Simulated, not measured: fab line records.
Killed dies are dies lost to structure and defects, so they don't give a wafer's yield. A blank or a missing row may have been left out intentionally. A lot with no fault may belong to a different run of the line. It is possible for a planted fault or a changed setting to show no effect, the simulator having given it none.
Which tool is to blame? :: flow n5_finfet :: 7 lots with 19 wafers sampled at 5 steps, on a route of 1938 steps

## WHAT THE GAUGES READ, wafer by wafer
N5_BEOL_M13_OCD_MEAS_35.
lot: L904
measured: day 11 06:08
on: ocd-02
trench_depth_nm (nm): 409 412

lot: L906
measured: day 12 04:50
on: ocd-01
trench_depth_nm (nm): 418 410 416

lot: L907
measured: day 12 05:41
on: ocd-01
trench_depth_nm (nm): 404 413 403

lot: L914
measured: day 14 01:19
on: ocd-01
trench_depth_nm (nm): 404 402 417

lot: L921
measured: day 16 08:18
on: ocd-02
trench_depth_nm (nm): 371 377 377

lot: L922
measured: day 16 10:32
on: ocd-02
trench_depth_nm (nm): 375 370 377

lot: L925
measured: day 17 01:49
on: ocd-02
trench_depth_nm (nm): 414 404

## EACH LOT AND THE TOOL THAT RAN IT (in order: tool; ch and the chambers of the sampled wafers; start)
lot: L904
N5_BEOL_M13_VIA_ETCH_16: rie_diel-04 ch 2, day 11 04:34
N5_BEOL_M13_STRIP_63: plasma_asher-01 ch 0,1, day 11 04:49
N5_BEOL_M13_ETCH_67: rie_diel-03 ch 0,2, day 11 05:35
N5_BEOL_M13_TRENCH_ETCH_34: rie_diel-03 ch 0,2, day 11 05:58

lot: L906
N5_BEOL_M13_VIA_ETCH_16: rie_diel-04 ch 0,1, day 12 03:24
N5_BEOL_M13_STRIP_63: plasma_asher-02 ch 1, day 12 03:38
N5_BEOL_M13_ETCH_67: rie_diel-05 ch 0,3, day 12 04:18
N5_BEOL_M13_TRENCH_ETCH_34: rie_diel-05 ch 0,3, day 12 04:40

lot: L907
N5_BEOL_M13_VIA_ETCH_16: rie_diel-05 ch 0,2, day 12 04:03
N5_BEOL_M13_STRIP_63: plasma_asher-02 ch 0,1, day 12 04:17
N5_BEOL_M13_ETCH_67: rie_diel-03 ch 1,2, day 12 05:09
N5_BEOL_M13_TRENCH_ETCH_34: rie_diel-03 ch 1,2, day 12 05:31

lot: L914
N5_BEOL_M13_VIA_ETCH_16: rie_diel-04 ch 1,2,3, day 13 23:40
N5_BEOL_M13_STRIP_63: plasma_asher-02 ch 0,1, day 13 23:54
N5_BEOL_M13_ETCH_67: rie_diel-05 ch 0,2,3, day 14 00:47
N5_BEOL_M13_TRENCH_ETCH_34: rie_diel-05 ch 0,2,3, day 14 01:08

lot: L921
N5_BEOL_M13_VIA_ETCH_16: rie_diel-03 ch 0,2, day 16 06:43
N5_BEOL_M13_STRIP_63: plasma_asher-01 ch 0, day 16 06:57
N5_BEOL_M13_ETCH_67: rie_diel-03 ch 1,2, day 16 07:46
N5_BEOL_M13_TRENCH_ETCH_34: rie_diel-03 ch 1,2, day 16 08:08

lot: L922
N5_BEOL_M13_VIA_ETCH_16: rie_diel-05 ch 0,3, day 16 08:33
N5_BEOL_M13_STRIP_63: plasma_asher-02 ch 0,1, day 16 08:49
N5_BEOL_M13_ETCH_67: rie_diel-03 ch 0,1, day 16 09:59
N5_BEOL_M13_TRENCH_ETCH_34: rie_diel-03 ch 0,1, day 16 10:21

lot: L925
N5_BEOL_M13_VIA_ETCH_16: rie_diel-03 ch 0,1, day 16 23:06
N5_BEOL_M13_STRIP_63: plasma_asher-01 ch 0,1, day 16 23:20
N5_BEOL_M13_ETCH_67: rie_diel-05 ch 1,3, day 17 01:16
N5_BEOL_M13_TRENCH_ETCH_34: rie_diel-05 ch 1,3, day 17 01:38
- N5_BEOL_M13_VIA_ETCH_16: etches SiOC in C4F8/O2/Ar, target depth 921.7 nm.
- N5_BEOL_M13_STRIP_63: strips in N2/H2.
- N5_BEOL_M13_ETCH_67: etches SiARC in CF4, target depth 143 nm, time 238.3 s.
- N5_BEOL_M13_TRENCH_ETCH_34: etches SiOC in C4F8/O2/Ar, target depth 413.47 nm, time 162.6 s.

## THE ANSWER, worked out from the rows above alone
Rule: the lots themselves supply what counts as usual. The widest of any qualifying gaps counts: lots, ordered by their means at a reading, are off when they make up no more than a third of the lots, leave a main group of 4 or more, and stand apart from it by 3 or more times the standard deviation of that group's means. If all means in a main group match to the digits the tables above print for the reading, that group is not used. Also off: a lot with no number at a reading for which 4 or more lots have one. Any other lot the step has rows for is counted as sound.
Off, at N5_BEOL_M13_OCD_MEAS_35 on trench_depth_nm: L921, L922. The main group: mean 410 nm, standard deviation 2.8.
A tool fits if, at a process step before that reading, it ran every lot that is off, and no sound lot after the first of them. Those tools and the gauges at N5_BEOL_M13_OCD_MEAS_35 are tried in the same way. One fits: rie_diel-03 at N5_BEOL_M13_ETCH_67 and N5_BEOL_M13_TRENCH_ETCH_34. At N5_BEOL_M13_ETCH_67 its last sound lot is L907 (day 12 05:09), its first lot that is off L921 (day 16 07:46): a fault that began between those two fits.

## WHAT THE SIMULATOR HAD INSERTED
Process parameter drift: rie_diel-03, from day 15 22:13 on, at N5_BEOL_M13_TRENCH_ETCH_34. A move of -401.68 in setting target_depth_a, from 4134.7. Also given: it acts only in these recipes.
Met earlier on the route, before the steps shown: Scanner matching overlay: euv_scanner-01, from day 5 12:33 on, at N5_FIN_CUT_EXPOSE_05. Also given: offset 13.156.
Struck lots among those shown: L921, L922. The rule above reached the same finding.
